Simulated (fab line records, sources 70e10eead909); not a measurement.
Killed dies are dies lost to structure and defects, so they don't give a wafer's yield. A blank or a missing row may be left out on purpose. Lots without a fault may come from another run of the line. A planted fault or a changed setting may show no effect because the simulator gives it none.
Chamber matching | flow nand_harc | NHARC_A_BLC_ETCH_16 on rie_diel-06: 4 sister chambers
The step etches the open film in CF4, target depth 39 nm, time 65 s. 30 wafers are shown with their chamber, then 12 later ones without.

WAFERS WITH THEIR CHAMBER
wafer  | chamber | drypump_motor_current_A (A) | showerhead_plenum_p_Torr (Torr) | oes_product_au (a.u.)
L077.1 | 2       | 5.5                         | 1.751                           | 0.996
L077.4 | 1       | 5.6                         | 1.716                           | 1.011
L077.6 | 2       | 5.5                         | 1.752                           | 0.998
L079.1 | 2       | 5.5                         | 1.751                           | 0.994
L079.2 | 1       | 5.6                         | 1.716                           | 0.999
L079.6 | 2       | 5.5                         | 1.751                           | 1.002
L076.1 | 0       | 4.8                         | 1.749                           | 0.990
L076.2 | 2       | 5.5                         | 1.751                           | 0.997
L076.4 | 3       | 6.1                         | 1.731                           | 1.002
L080.1 | 3       | 6.1                         | 1.730                           | 0.993
L080.4 | 0       | 4.8                         | 1.749                           | 0.999
L080.5 | 0       | 4.8                         | 1.749                           | 1.002
L081.2 | 1       | 5.6                         | 1.714                           | 1.009
L081.3 | 3       | 6.1                         | 1.729                           | 0.997
L081.6 | 3       | 6.1                         | 1.729                           | 1.000
L083.3 | 3       | 6.1                         | 1.729                           | 0.989
L083.5 | 3       | 6.1                         | 1.729                           | 1.006
L083.6 | 0       | 4.8                         | 1.748                           | 0.997
L084.4 | 2       | 5.5                         | 1.749                           | 0.993
L084.5 | 3       | 6.1                         | 1.728                           | 0.996
L084.6 | 2       | 5.5                         | 1.749                           | 1.003
L086.3 | 0       | 4.8                         | 1.747                           | 1.004
L086.5 | 0       | 4.8                         | 1.748                           | 0.999
L086.6 | 3       | 6.1                         | 1.728                           | 1.004
L088.3 | 0       | 4.8                         | 1.747                           | 1.008
L088.4 | 3       | 6.1                         | 1.728                           | 1.009
L088.6 | 1       | 5.6                         | 1.712                           | 0.999
L089.1 | 1       | 5.6                         | 1.712                           | 1.009
L089.3 | 0       | 4.8                         | 1.747                           | 1.003
L089.6 | 1       | 5.5                         | 1.713                           | 1.004

SIGNATURES (means of the wafers above)
reading                  | chamber 0 | chamber 1 | chamber 2 | chamber 3 | scatter within a chamber
drypump_motor_current_A  | 4.800     | 5.583     | 5.500     | 6.100     | 0.0179
showerhead_plenum_p_Torr | 1.74800   | 1.71383   | 1.75057   | 1.72900   | 0.00122
oes_product_au           | 1.00025   | 1.00517   | 0.99757   | 0.99956   | 0.00541
Rule: a wafer's distance from a chamber is the root of the sum, over the readings, of the square of ((its reading less the chamber's mean) divided by the reading's scatter). The wafer belongs to the nearest chamber; if the next one is less than 2 further off, it can't be placed. The scatter: the root of (the sum of the squares of (reading less its chamber's mean) over the shown wafers, divided by (wafers less chambers)).

WAFERS WITHOUT THEIR CHAMBER
wafer  | drypump_motor_current_A (A) | showerhead_plenum_p_Torr (Torr) | oes_product_au (a.u.)
L090.3 | 4.8                         | 1.746                           | 0.998
L090.4 | 5.5                         | 1.747                           | 0.997
L090.5 | 4.8                         | 1.746                           | 1.000
L092.1 | 4.8                         | 1.746                           | 1.012
L092.3 | 5.6                         | 1.712                           | 1.006
L092.6 | 6.1                         | 1.727                           | 1.003
L095.2 | 5.5                         | 1.711                           | 0.994
L095.3 | 6.1                         | 1.726                           | 1.004
L095.4 | 4.8                         | 1.746                           | 1.004
L094.2 | 6.1                         | 1.726                           | 1.013
L094.3 | 4.8                         | 1.745                           | 1.007
L094.6 | 5.6                         | 1.711                           | 1.005

WHICH CHAMBER EACH WENT THROUGH
wafer  | from the rows above | in truth
L090.3 | 0                   | 0
L090.4 | 2                   | 2
L090.5 | 0                   | 0
L092.1 | 0                   | 0
L092.3 | 1                   | 1
L092.6 | 3                   | 3
L095.2 | 1                   | 1
L095.3 | 3                   | 3
L095.4 | 0                   | 0
L094.2 | 3                   | 3
L094.3 | 0                   | 0
L094.6 | 1                   | 1
Placed correctly: 12 of 12. Can't be placed from these rows: 0. Placed wrongly: 0.
